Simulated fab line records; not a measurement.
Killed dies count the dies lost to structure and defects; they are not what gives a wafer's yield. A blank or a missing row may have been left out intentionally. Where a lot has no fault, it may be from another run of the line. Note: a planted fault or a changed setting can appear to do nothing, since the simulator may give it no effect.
Matching of chambers :: flow n5-finfet :: 4 sister chambers for N5_FIN_CUT_ETCH_30 on rie-diel-03
The step etches underlayer in N2/H2, target depth 13 nm, time 10.4 s. 16 wafers are shown with their chamber, then 8 later ones without.

WAFERS WITH THEIR CHAMBER
wafer: L076.2
chamber: 3
throttle-valve-pct (%): 17.79
drypump-motor-current-A (A): 6.6
showerhead-plenum-p-Torr (Torr): 2.61

wafer: L076.5
chamber: 3
throttle-valve-pct (%): 17.81
drypump-motor-current-A (A): 6.6
showerhead-plenum-p-Torr (Torr): 2.61

wafer: L076.6
chamber: 2
throttle-valve-pct (%): 17.67
drypump-motor-current-A (A): 5.7
showerhead-plenum-p-Torr (Torr): 2.57

wafer: L079.3
chamber: 1
throttle-valve-pct (%): 18.23
drypump-motor-current-A (A): 6.0
showerhead-plenum-p-Torr (Torr): 2.65

wafer: L079.4
chamber: 0
throttle-valve-pct (%): 17.52
drypump-motor-current-A (A): 4.9
showerhead-plenum-p-Torr (Torr): 2.56

wafer: L079.6
chamber: 2
throttle-valve-pct (%): 17.69
drypump-motor-current-A (A): 5.8
showerhead-plenum-p-Torr (Torr): 2.57

wafer: L080.3
chamber: 2
throttle-valve-pct (%): 17.68
drypump-motor-current-A (A): 5.8
showerhead-plenum-p-Torr (Torr): 2.57

wafer: L080.4
chamber: 3
throttle-valve-pct (%): 17.80
drypump-motor-current-A (A): 6.6
showerhead-plenum-p-Torr (Torr): 2.61

wafer: L080.5
chamber: 3
throttle-valve-pct (%): 17.81
drypump-motor-current-A (A): 6.6
showerhead-plenum-p-Torr (Torr): 2.61

wafer: L084.2
chamber: 1
throttle-valve-pct (%): 18.22
drypump-motor-current-A (A): 6.1
showerhead-plenum-p-Torr (Torr): 2.65

wafer: L084.4
chamber: 2
throttle-valve-pct (%): 17.70
drypump-motor-current-A (A): 5.8
showerhead-plenum-p-Torr (Torr): 2.57

wafer: L084.6
chamber: 0
throttle-valve-pct (%): 17.54
drypump-motor-current-A (A): 4.9
showerhead-plenum-p-Torr (Torr): 2.55

wafer: L087.1
chamber: 3
throttle-valve-pct (%): 17.84
drypump-motor-current-A (A): 6.7
showerhead-plenum-p-Torr (Torr): 2.61

wafer: L087.2
chamber: 2
throttle-valve-pct (%): 17.70
drypump-motor-current-A (A): 5.8
showerhead-plenum-p-Torr (Torr): 2.56

wafer: L087.3
chamber: 0
throttle-valve-pct (%): 17.54
drypump-motor-current-A (A): 4.9
showerhead-plenum-p-Torr (Torr): 2.55

wafer: L088.1
chamber: 0
throttle-valve-pct (%): 17.56
drypump-motor-current-A (A): 4.9
showerhead-plenum-p-Torr (Torr): 2.55

SIGNATURES, as means of the wafers listed above
reading: throttle-valve-pct
chamber 0: 17.5400
chamber 1: 18.2250
chamber 2: 17.6880
chamber 3: 17.8100
scatter within a chamber: 0.0156

reading: drypump-motor-current-A
chamber 0: 4.900
chamber 1: 6.050
chamber 2: 5.780
chamber 3: 6.620
scatter within a chamber: 0.0418

reading: showerhead-plenum-p-Torr
chamber 0: 2.5525
chamber 1: 2.6500
chamber 2: 2.5680
chamber 3: 2.6100
scatter within a chamber: 0.00359
Rule: distance of a wafer from a chamber = root of the sum over the readings of ((wafer's reading minus chamber's mean) / reading's scatter) squared. If the next closest chamber is less than 2 further off than the closest, the wafer can't be placed; otherwise it belongs to the closest. The scatter is the square root of a quotient: the sum, over the shown wafers, of each reading's squared deviation from its chamber's mean, divided by wafers minus chambers.

WAFERS WITH NO CHAMBER GIVEN
wafer: L088.4
throttle-valve-pct (%): 17.68
drypump-motor-current-A (A): 5.8
showerhead-plenum-p-Torr (Torr): 2.56

wafer: L088.6
throttle-valve-pct (%): 18.25
drypump-motor-current-A (A): 6.0
showerhead-plenum-p-Torr (Torr): 2.65

wafer: L089.1
throttle-valve-pct (%): 17.71
drypump-motor-current-A (A): 5.8
showerhead-plenum-p-Torr (Torr): 2.56

wafer: L089.2
throttle-valve-pct (%): 17.55
drypump-motor-current-A (A): 4.9
showerhead-plenum-p-Torr (Torr): 2.55

wafer: L089.3
throttle-valve-pct (%): 18.26
drypump-motor-current-A (A): 6.0
showerhead-plenum-p-Torr (Torr): 2.65

wafer: L094.2
throttle-valve-pct (%): 17.55
drypump-motor-current-A (A): 4.9
showerhead-plenum-p-Torr (Torr): 2.55

wafer: L094.3
throttle-valve-pct (%): 17.52
drypump-motor-current-A (A): 6.6
showerhead-plenum-p-Torr (Torr): 2.60

wafer: L094.6
throttle-valve-pct (%): 17.49
drypump-motor-current-A (A): 6.6
showerhead-plenum-p-Torr (Torr): 2.60

THE CHAMBER EACH PASSED THROUGH
wafer: L088.4
from the rows above: 2
in truth: 2

wafer: L088.6
from the rows above: 1
in truth: 1

wafer: L089.1
from the rows above: 2
in truth: 2

wafer: L089.2
from the rows above: 0
in truth: 0

wafer: L089.3
from the rows above: 1
in truth: 1

wafer: L094.2
from the rows above: 0
in truth: 0

wafer: L094.3
from the rows above: 3
in truth: 3

wafer: L094.6
from the rows above: 3
in truth: 3
Correct placement for 8 of the 8. Can't be placed from these rows: 0. Number placed wrongly: 0.
